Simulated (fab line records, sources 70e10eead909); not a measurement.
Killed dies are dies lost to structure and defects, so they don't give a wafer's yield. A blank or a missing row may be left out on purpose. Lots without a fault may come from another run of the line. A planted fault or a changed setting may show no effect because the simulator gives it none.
fab line records | flow nand_harc
record lots=6 wafers=18 last_day=33
route steps=1302 shown A_BONDPAD@1226 HYBRID_BOND@1237 THIN_TSV@1244 END@1302
lots that met no fault: from a run of the same line without faults
start_h: hours from the record's first day to the start of the lot's first wafer shown | wait_h: hours since the lot's step before | " the same as in the row above | L1.1+2: a row that stands for several wafers | - no value, or no start given | * or withheld: withheld | < > ~ a bound
route shown NAME@n: a module of which the file shows steps, and the number in the route of the first | usual: mean/standard deviation of fault-free wafers | same: alike in all rows | chamber/n: place in a boat | sites: the reading at each site | _std_site: their standard deviation | _edge_site: outer sites' mean less inner sites' | radius_mm: how far each site lies from the wafer's centre | mask NAME#n: copy n | behind: the tool/chamber that last shaped the wafer | hold: why the lot was held/for how many hours/how that ended | device: the transistor (n, p or np) that didn't switch | end of line: the same wafers' tests at the end of the route | a step without rows: its recipe alone | killed: dies lost to structure and defects at the first sort, not the wafer's yield | map: a wafer's dies, x killed, . not, _ none there
set.NAME: the setting as run; set.NAME@STEP: as run at that earlier step | model.NAME: the simulator's own value behind a step, which no gauge read
lots at some steps of the route; a table a step, a row a wafer
services: from which hour (start_h, from the record's first day; less than 0 if before it) a tool's chamber was out of use, for how many hours, and why
## steps
# step NHARC_A_BONDPAD_PRE_CLEAN_26
# recipe time_s=30 temp_c=280 gas=H2/He
# step NHARC_A_BONDPAD_PVD_17
# recipe target_thk_a=50 bias_v=168.6 power_w=15000 chamber_pressure_pa=0.12 time_s=8.06 substrate_temp_c=50 material=TaN
# step NHARC_A_BONDPAD_PVD_27
# recipe target_thk_a=300 chamber_pressure_pa=5 power_w=5000 substrate_temp_c=30 time_s=20.49 material=Cu
# step NHARC_A_BONDPAD_ECD_18
# recipe target_thk_a=4000 bath_temp_c=25 material=Cu
# step NHARC_A_BONDPAD_ANNEAL_28
# recipe temp_c=225 time_s=90
# usual wafer_temp_C_max=226.1/0.31
# columns lot.wafer tool chamber start_h wait_h wafer_temp_C_max
L972.3 rtp_anneal-01 0 545.85 0.3 225.9
L972.4 " 0 " " 225.9
L972.6 " 0 " " 226.0
L982.1 rtp_anneal-02 0 661.16 - 226.1
L982.2 " 0 " " 225.8
L982.4 " 0 " " 226.6
L983.3 rtp_anneal-01 0 676.90 - 226.2
L983.4 " 0 " " 226.3
L983.5 " 0 " " 226.3
L991.1 rtp_anneal-02 0 733.38 0.3 226.1
L991.4 " 0 " " 225.9
L991.5 " 0 " " 225.9
L993.1 rtp_anneal-01 0 750.02 0.4 226.3
L993.4 " 0 " " 226.1
L993.5 " 0 " " 226.8
L992.3 rtp_anneal-01 0 751.38 0.3 226.2
L992.4 " 0 " " 226.2
L992.5 " 0 " " 226.5
# step NHARC_A_BONDPAD_CMP_19
# recipe t_overpolish_s=30 cu_recess_touch_s=16 target_thk_nm=169.82
# step NHARC_A_BONDPAD_THK_MEAS_20
# recipe thk_meas_gauge=xrf
# usual thk_nm=169.8/1.6
# columns lot.wafer tool chamber start_h wait_h thk_nm
L972.3 film_metro-02 - 546.42 - 167.1
L972.4 " - " " 171.5
L972.6 " - " " 168.3
L982.1 film_metro-01 - 661.83 - 170.1
L982.2 " - " " 170.1
L982.4 " - " " 167.2
L983.3 film_metro-02 - 677.46 - 169.8
L983.4 " - " " 166.6
L983.5 " - " " 170.1
L991.1 film_metro-02 - 734.04 - 167.1
L991.4 " - " " 167.1
L991.5 " - " " 168.6
L993.1 film_metro-02 - 750.69 - 171.7
L993.4 " - " " 168.7
L993.5 " - " " 169.2
L992.3 film_metro-02 - 751.94 - 171.2
L992.4 " - " " 170.7
L992.5 " - " " 172.9
# step NHARC_A_BONDPAD_SRD_21
# recipe time_s=30 temp_c=23 dry_time_s=20 spin_rpm=1500
# step NHARC_A_BONDPAD_INSPECT_23
# usual raw_defect_count=554/120
# columns lot.wafer tool chamber start_h wait_h raw_defect_count
L972.3 defect_inspect-02 - 546.64 0.0 641
L972.4 " - " " 571
L972.6 " - " " 678
L982.1 defect_inspect-02 - 662.06 0.0 419
L982.2 " - " " 568
L982.4 " - " " 438
L983.3 defect_inspect-02 - 677.66 0.0 603
L983.4 " - " " 574
L983.5 " - " " 576
L991.1 defect_inspect-02 - 734.25 0.0 483
L991.4 " - " " 563
L991.5 " - " " 424
L993.1 defect_inspect-01 - 750.89 0.0 667
L993.4 " - " " 642
L993.5 " - " " 561
L992.3 defect_inspect-01 - 752.14 0.0 398
L992.4 " - " " 395
L992.5 " - " " 523
# step NHARC_HYBRID_BOND_ACTIVATE_00
# recipe time_s=60 n2_flow_sccm=200 ar_flow_sccm=0 bias_power_w=0 chemistry=N2
# step NHARC_HYBRID_BOND_PRECLEAN_01
# recipe time_s=300 temp_c=23 chemistry=DIW
# columns lot.wafer tool chamber start_h wait_h
L972.4+6+3 wet_bench-08 7,0,1 546.92 0.1
L982.4+2+1 wet_bench-10 2,3,5 662.28 0.1
L983.4+5+3 wet_bench-10 0,2,3 677.87 0.1
L991.1+5+4 wet_bench-10 0,2,3 734.46 0.1
L993.4+5+1 wet_bench-10 6,7,0 751.12 0.2
L992.4+3+5 wet_bench-10 2,3,6 752.36 0.1
# step NHARC_HYBRID_BOND_SRD_02
# recipe time_s=30 temp_c=23 dry_time_s=20 spin_rpm=1500
# step NHARC_HYBRID_BOND_BOND_03
# recipe temp_c=25
# step NHARC_HYBRID_BOND_ANNEAL_04
# recipe temp_c=300 time_s=7200 ramp_up_c_per_min=5 ramp_down_c_per_min=3 idle_temp_c=100 pressure_atm=1
# step NHARC_HYBRID_BOND_OVL_MEAS_05
# usual overlay_x_nm=-2/33 overlay_y_nm=3/35
# columns lot.wafer tool chamber start_h wait_h overlay_x_nm overlay_y_nm
L972.3 overlay-01 - 555.93 0.4 33 -4
L972.4 " - " " -3 -3
L972.6 " - " " -37 -6
L982.1 overlay-01 - 671.99 0.4 48 -12
L982.2 " - " " 17 0
L982.4 " - " " 35 -33
L983.3 overlay-01 - 687.24 0.4 -46 67
L983.4 " - " " -44 -7
L983.5 " - " " -1 2
L991.1 overlay-02 - 743.76 0.4 -14 17
L991.4 " - " " 17 35
L991.5 " - " " -39 37
L993.1 overlay-02 - 761.10 0.4 8 -6
L993.4 " - " " -28 -32
L993.5 " - " " -20 14
L992.3 overlay-02 - 761.12 0.4 -26 15
L992.4 " - " " 34 -32
L992.5 " - " " 9 8
# step NHARC_THIN_TSV_GRIND_00
# recipe target_thk_um=6
# step NHARC_THIN_TSV_CMP_01
# recipe target_thk_um=3
# usual motor_current_A=11.7/1
# columns lot.wafer tool chamber start_h wait_h motor_current_A
L972.3 cmp-03 0 558.59 0.7 12.1
L972.4 " 2 " " 11.0
L972.6 " 3 " " 12.7
L982.4 cmp-03 3 673.43 0.4 12.7
L982.2 " 0 " " 11.9
L982.1 " 1 " " 10.8
L983.3 cmp-04 1 691.10 0.6 11.2
L983.4 " 3 " " 13.9
L983.5 " 0 " " 13.0
L991.1 cmp-01 0 745.94 1.0 11.3
L991.4 " 3 " " 10.3
L991.5 " 1 " " 11.4
L993.4 cmp-03 2 764.07 0.4 11.3
L993.1 " 0 " " 11.9
L993.5 " 1 " " 11.5
L992.3 cmp-01 1 765.29 0.7 10.7
L992.4 " 2 " " 11.6
L992.5 " 2 " " 11.1
# step NHARC_THIN_TSV_THK_MEAS_02
# recipe thk_meas_gauge=ir
# usual thk_nm=3050/190
# columns lot.wafer tool chamber start_h wait_h thk_nm
L972.3 film_metro-01 - 558.83 - 2814
L972.4 " - " " 3104
L972.6 " - " " 3252
L982.1 film_metro-02 - 673.69 - 3036
L982.2 " - " " 3238
L982.4 " - " " 3057
L983.3 film_metro-02 - 691.33 - 3200
L983.4 " - " " 3170
L983.5 " - " " 2893
L991.1 film_metro-02 - 746.21 0.2 3122
L991.4 " - " " 3085
L991.5 " - " " 2975
L993.1 film_metro-01 - 764.31 - 3295
L993.4 " - " " 3191
L993.5 " - " " 3047
L992.3 film_metro-01 - 765.56 - 3016
L992.4 " - " " 2980
L992.5 " - " " 3299
# step NHARC_THIN_TSV_SRD_03
# step NHARC_THIN_TSV_PRECLEAN_41
# recipe time_s=* temp_c=50 bath_age_min=0 chemistry=SC1
# step NHARC_THIN_TSV_SRD_42
# step NHARC_THIN_TSV_DEP_43
# recipe target_thk_a=13285 temp_c=withheld pressure_torr=6.5 rf_w=900 teos_flow_sccm=161.4 flow_sccm=2650 target_thk_nm=1328.5 gas=O2 material=SiO2
# step NHARC_THIN_TSV_DEHYDRATE_04
# recipe temp_c=150 time_s=120
# step NHARC_THIN_TSV_HMDS_05
# recipe time_s=30
# step NHARC_THIN_TSV_COAT_06
# recipe spin_rpm=*
# step NHARC_THIN_TSV_SOFTBAKE_07
# recipe temp_c=122 time_s=95
# step NHARC_THIN_TSV_EBR_08
# step NHARC_THIN_TSV_EXPOSE_09
# recipe na=0.55 dose_mj=30.7 mask_id=TSV
# step NHARC_THIN_TSV_PEB_10
# recipe peb_temp_c=118 peb_time_s=85
# step NHARC_THIN_TSV_DEVELOP_11
# recipe time_s=70
# step NHARC_THIN_TSV_CD_MEAS_12
# recipe target_cd_nm=1000 landing_energy_ev=500
# usual cd_nm=1000.0/1.8
# columns lot.wafer tool chamber start_h wait_h cd_nm
L972.3 cd_sem-03 0 559.75 - 997.2
L972.4 " 0 " " 999.3
L972.6 " 0 " " 996.2
L982.1 cd_sem-01 0 674.74 - 999.9
L982.2 " 0 " " 998.0
L982.4 " 0 " " 1000.9
L983.3 cd_sem-01 0 692.39 - 1001.4
L983.4 " 0 " " 1000.9
L983.5 " 0 " " 999.9
L991.1 cd_sem-02 0 747.14 - 1001.2
L991.4 " 0 " " 1000.3
L991.5 " 0 " " 1000.4
L993.1 cd_sem-01 0 765.36 - 997.8
L993.4 " 0 " " 997.4
L993.5 " 0 " " 998.0
L992.3 cd_sem-02 0 766.77 - 999.8
L992.4 " 0 " " 1003.0
L992.5 " 0 " " 999.8
# step NHARC_THIN_TSV_HARDBAKE_13
# recipe temp_c=125 time_s=80
# step NHARC_THIN_TSV_DESCUM_14
# recipe time_s=3 o2_flow_sccm=200 ar_flow_sccm=0 bias_power_w=0 chemistry=O2
# step NHARC_THIN_TSV_ETCH_44
# recipe target_depth_a=15942 time_s=797.1 cf4_flow_sccm=150 o2_flow_sccm=10 ar_flow_sccm=0 rf_w=300 bias_w=800 chemistry=CF4/O2
# usual chamber_pressure_mTorr=29.995/0.029 drypump_motor_current_A=5.8/0.53 oes_product_au=1.001/0.0099 rf_vpp_V=795/3.9 showerhead_plenum_p_Torr=1.84/0.062 throttle_valve_pct=16.915/0.01
# columns lot.wafer tool chamber start_h wait_h chamber_pressure_mTorr drypump_motor_current_A oes_product_au rf_hours_counter_h rf_vpp_V showerhead_plenum_p_Torr throttle_valve_pct
L972.4 rie_diel-10 1 559.99 0.1 30.017 5.1 0.993 8 789 1.74 16.932
L972.3 " 2 " " 29.972 5.2 1.000 8 798 1.90 16.925
L972.6 " 2 " " 29.961 5.2 1.007 - 797 1.90 16.920
L982.1 rie_diel-10 1 674.99 0.1 30.019 5.1 0.988 4 788 1.74 16.905
L982.2 " 3 " " 29.994 5.1 0.987 4 788 1.71 16.926
L982.4 " 0 " " 29.996 5.0 0.999 4 793 1.81 16.915
L983.4 rie_diel-09 3 692.69 0.1 29.967 6.2 0.993 1 794 1.83 16.904
L983.3 " 0 " " 30.008 5.7 0.986 1 797 1.90 16.913
L983.5 " 2 " " 29.991 5.9 1.005 - 801 1.92 16.935
L991.1 rie_diel-10 3 747.55 0.2 30.023 5.0 0.983 8 787 1.71 16.904
L991.4 " 2 " " 29.939 5.2 0.993 - 799 1.89 16.919
L991.5 " 3 " " 29.975 5.0 0.994 - 787 1.71 16.919
L993.4 rie_diel-11 0 765.66 0.1 29.973 5.6 0.992 9 794 1.82 16.917
L993.1 " 2 " " 30.046 6.5 1.000 10 797 1.89 16.900
L993.5 " 3 " " 30.014 6.4 1.007 - 792 1.78 16.909
L992.3 rie_diel-09 2 767.01 0.1 29.999 5.9 0.997 5 799 1.92 16.913
L992.4 " 0 " " 29.959 5.7 0.987 4 799 1.90 16.929
L992.5 " 2 " " 29.992 5.9 0.996 - 800 1.92 16.921
# step NHARC_THIN_TSV_ETCH_15
# recipe target_depth_a=30000 bosch_target_overetch_cycles=2 bosch_etch_step_s=2.8 bosch_dep_step_s=1.2 bosch_cycles=14
# usual drypump_motor_current_A=5.6/0.33
# columns lot.wafer tool chamber start_h wait_h drypump_motor_current_A rf_hours_counter_h
L972.4 rie_si-03 3 560.57 - 6.0 0.9
L972.3 " 0 " " 5.7 0.9
L972.6 " 0 " " 5.7 -
L982.2 rie_si-04 2 675.56 - 5.3 0.8
L982.1 " 0 " " 4.9 0.8
L982.4 " 1 " " 5.3 0.8
L983.4 rie_si-03 2 693.20 - 5.7 0.7
L983.3 " 0 " " 5.7 0.7
L983.5 " 2 " " 5.7 -
L991.1 rie_si-03 0 748.10 - 5.7 1.0
L991.4 " 1 " " 5.6 1.0
L991.5 " 3 " " 6.1 -
L993.4 rie_si-04 0 766.18 - 4.9 0.4
L993.1 " 3 " " 5.9 0.4
L993.5 " 1 " " 5.3 -
L992.3 rie_si-03 3 767.61 - 6.0 0.1
L992.4 " 0 " " 5.7 0.1
L992.5 " 1 " " 5.6 -
# step NHARC_THIN_TSV_CD_MEAS_16
# usual cd_nm=1000.0/2
# columns lot.wafer tool chamber start_h wait_h cd_nm
L972.3 cd_sem-03 - 560.72 0.1 997.1
L972.4 " - " " 999.9
L972.6 " - " " 996.3
L982.1 cd_sem-03 - 675.71 0.1 999.5
L982.2 " - " " 998.0
L982.4 " - " " 1000.9
L983.3 cd_sem-01 - 693.35 0.1 1001.5
L983.4 " - " " 999.9
L983.5 " - " " 1000.2
L991.1 cd_sem-02 - 748.23 0.1 1002.5
L991.4 " - " " 1000.3
L991.5 " - " " 1000.8
L993.1 cd_sem-01 - 766.32 0.1 997.2
L993.4 " - " " 997.1
L993.5 " - " " 999.1
L992.3 cd_sem-02 - 767.74 0.1 998.9
L992.4 " - " " 1004.7
L992.5 " - " " 998.6
# step NHARC_THIN_TSV_STRIP_45
# recipe power_w=1500 temp_c=250 chemistry=O2
# step NHARC_THIN_TSV_STRIP_46
# recipe time_s=1200 temp_c=72.5 chemistry=post_etch_residue_remover
# step NHARC_THIN_TSV_DEP_47
# recipe target_thk_a=2000 temp_c=withheld pressure_torr=6.5 rf_w=900 teos_flow_sccm=161.4 flow_sccm=2650 target_thk_nm=200 gas=O2 material=SiO2
# usual throttle_valve_pct=16.1/0.39
# columns lot.wafer tool chamber start_h wait_h throttle_valve_pct
L972.3 pecvd-01 1 561.64 - 16.1
L972.4 " 0 " " 15.8
L972.6 " 2 " " 15.8
L982.1 pecvd-03 2 676.63 - 15.8
L982.2 " 0 " " 15.8
L982.4 " 1 " " 16.3
L983.3 pecvd-04 2 694.52 - 16.5
L983.4 " 0 " " 16.4
L983.5 " 1 " " 16.0
L991.1 pecvd-01 0 749.23 - 16.1
L991.5 " 0 " " 16.3
L991.4 " 2 " " 16.1
L993.1 pecvd-04 2 767.32 - 16.8
L993.4 " 1 " " 16.0
L993.5 " 2 " " 16.7
L992.3 pecvd-01 2 768.77 - 16.1
L992.5 " 0 " " 16.2
L992.4 " 1 " " 15.9
# step NHARC_END_SORT_01
# recipe temp_c=25
# usual defect_limited_yield=91.1/2.9 killed_at_array=55/20 killed_at_other=1.1/1.2 killed_at_periphery=3.8/2.8 killed_dies=60/19 killed_open=3.4/1.9 killed_short=2.2/1.5
# same gross_dies=677
# columns lot.wafer tool chamber start_h wait_h defect_limited_yield[%] killed_at_array killed_at_other killed_at_periphery killed_dies killed_open killed_short
L982.1 prober-01 0 692.23 2.5 89.4 24 41 7 72 5 0
L982.2 prober-01 0 693.02 2.8 85.1 24 73 4 101 3 3
L982.4 prober-01 0 694.61 3.4 84.5 31 69 5 105 3 3
L983.3 prober-01 0 714.64 3.1 83.9 35 71 3 109 7 1
L983.4 prober-01 0 715.45 3.4 83.5 38 73 1 112 3 2
L983.5 prober-01 0 716.26 3.7 82.9 37 78 1 116 2 1
# killed by level:class
L982.1 HYBRID_BOND:unspecified=41 A_CHANNEL_HOLE_D1:chamber_film_flake=8 A_STAIRCASE:chamber_film_flake=7 P_CONTACT:geometric_particle:open=4 A_CONTACT:chamber_film_flake=4 P_M0:chamber_film_flake=2 A_DECK1_JOINT:chamber_film_flake=2 A_SLIT:chamber_film_flake=2
L982.2 HYBRID_BOND:unspecified=73 A_CHANNEL_HOLE_D1:chamber_film_flake=8 A_CONTACT:chamber_film_flake=4 A_SLIT:chamber_film_flake=3 A_STAIRCASE:chamber_film_flake=2 P_GATE:geometric_particle:short=1 P_M1:geometric_particle:open=1 A_ONON_D1:geometric_particle:short=1
L982.4 HYBRID_BOND:unspecified=69 A_CONTACT:chamber_film_flake=10 A_CHANNEL_HOLE_D1:chamber_film_flake=6 A_STAIRCASE:chamber_film_flake=6 P_M0:chamber_film_flake=3 A_SLIT:chamber_film_flake=2 P_GATE:geometric_particle:open=1 A_DECK1_JOINT:geometric_particle:short=1
L983.3 HYBRID_BOND:unspecified=70 A_CHANNEL_HOLE_D2:chamber_film_flake=15 A_CHANNEL_HOLE_D1:chamber_film_flake=8 A_SLIT:chamber_film_flake=3 P_M0:geometric_particle:open=2 A_M0:geometric_particle:open=2 A_CONTACT:chamber_film_flake=2 P_GATE:geometric_particle:open=1
L983.4 HYBRID_BOND:unspecified=72 A_CHANNEL_HOLE_D2:chamber_film_flake=20 A_CHANNEL_HOLE_D1:chamber_film_flake=6 A_SLIT:chamber_film_flake=4 A_STAIRCASE:chamber_film_flake=2 P_M0:geometric_particle:open=1 A_CHANNEL_HOLE_D1:geometric_particle:short=1 A_DECK1_JOINT:geometric_particle:open=1
L983.5 HYBRID_BOND:unspecified=77 A_CHANNEL_HOLE_D2:chamber_film_flake=19 A_CHANNEL_HOLE_D1:chamber_film_flake=12 A_STAIRCASE:chamber_film_flake=2 P_M0:geometric_particle:open=1 A_DECK1_JOINT:geometric_particle:short=1 A_SGD_CUT:geometric_particle:open=1 A_CHANNEL_FILL_D2:chamber_film_flake=1
# map L982.4 (x killed, . not)
____________.____________
_________.x....x_________
_______..x........_______
______......x.....x______
_____.....x........._____
____.x...............____
____.................____
___...................___
___...................___
__..........x..........__
__....x................__
_x.....x.....x.........._
_......x..x.x..........._
_......................._
_.x....................._
_......................._
.........x...............
...x.....x.............x.
.x.x..x..................
x...x.x..................
......x.x................
_...xxxx.x.............._
_.x.xxxxxx.............._
_...xxxxx..............._
_...xxxxxx.............._
_.xxxxxxxx.........x...._
__.xxxxxx.x............__
__xxxxxxxx.......xx..x.__
___.xxxxxx............___
___xxxxxxxx.......xx..___
____xxxx.........x...____
____.xxx.............____
_____x.....x........_____
______.x...........______
_______..........._______
_________......._________
____________.____________
# map L983.5 (x killed, . not)
____________.____________
_________......._________
_______..........._______
______.............______
_____..............x_____
____.................____
____.................____
___...............x...___
___...................___
__.....................__
__...........x.........__
_......................._
_......................._
_......x................_
_......................._
_......x................_
.........................
...................x.....
.........................
.................xx......
..xx..x.x........x..x....
_..xxxxxxx..........x..._
_..xxxxxxx..........x..._
_.xxxxxxxx.......xxxx..._
_.xxxxxxx.x........x...._
_.xxxxxxxx.....x.x.xx..._
__.xxxxxxxx........x.xx__
__xxxxxxxx.......xx.xx.__
___xxxxxxx.........x..___
___xxxxxx.........x.x.___
____.xxxx.........xx.____
____.xx.x........xxxx____
_____..............._____
______.............______
_______........x.._______
_________......._________
____________.____________
## services
# columns tool chamber start_h hours kind
rie_diel-09 2 525.57 9.4 repair
cmp-01 - 527.30 3.8 repair
rie_si-03 3 541.72 3.7 repair
cmp-03 - 554.29 4.0 pm
cmp-03 - 568.83 0.8 repair
rie_si-03 - 575.00 9.0 pm
cmp-01 - 577.52 4.0 pm
rie_si-04 2 581.80 4.7 repair
rie_diel-09 0 589.79 1.5 repair
rie_diel-10 - 596.56 9.0 pm
rie_si-04 - 607.36 0.3 repair
cmp-01 - 617.94 2.3 repair
rie_diel-10 2 641.59 12.1 repair
cmp-03 - 652.31 4.0 pm
cmp-03 - 660.75 0.5 repair
wet_bench-10 - 663.20 8.0 pm
pecvd-01 - 673.00 13.0 pm
rie_diel-10 1 715.74 32.8 repair
pecvd-01 - 749.80 1.5 repair
cmp-03 - 750.31 4.0 pm
rie_si-03 - 752.00 9.0 pm
pecvd-01 0 763.97 3.9 repair
rie_diel-10 2 765.29 3.4 repair
cmp-03 - 767.09 1.2 repair
## key
first_sign step=NHARC_END_SORT_01 reading=killed_at_other direction=up sigmas=55 usual=1.1 struck=67.5
effect step=NHARC_END_SORT_01 reading=killed_dies direction=up sigmas=2.2 usual=60 struck=102
more_kills_born_at NHARC_HYBRID_BOND_PRECLEAN_01@wet_bench-10=402
met_at NHARC_HYBRID_BOND_PRECLEAN_01
struck_wafers L982.1,L982.2,L982.4,L983.3,L983.4,L983.5
fault kind=chamber_particle_source tool=wet_bench-10 chamber=- onset_h=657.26 steps=NHARC_HYBRID_BOND_PRECLEAN_01 rate_per_visit_cm2=0.51412 end_h=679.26
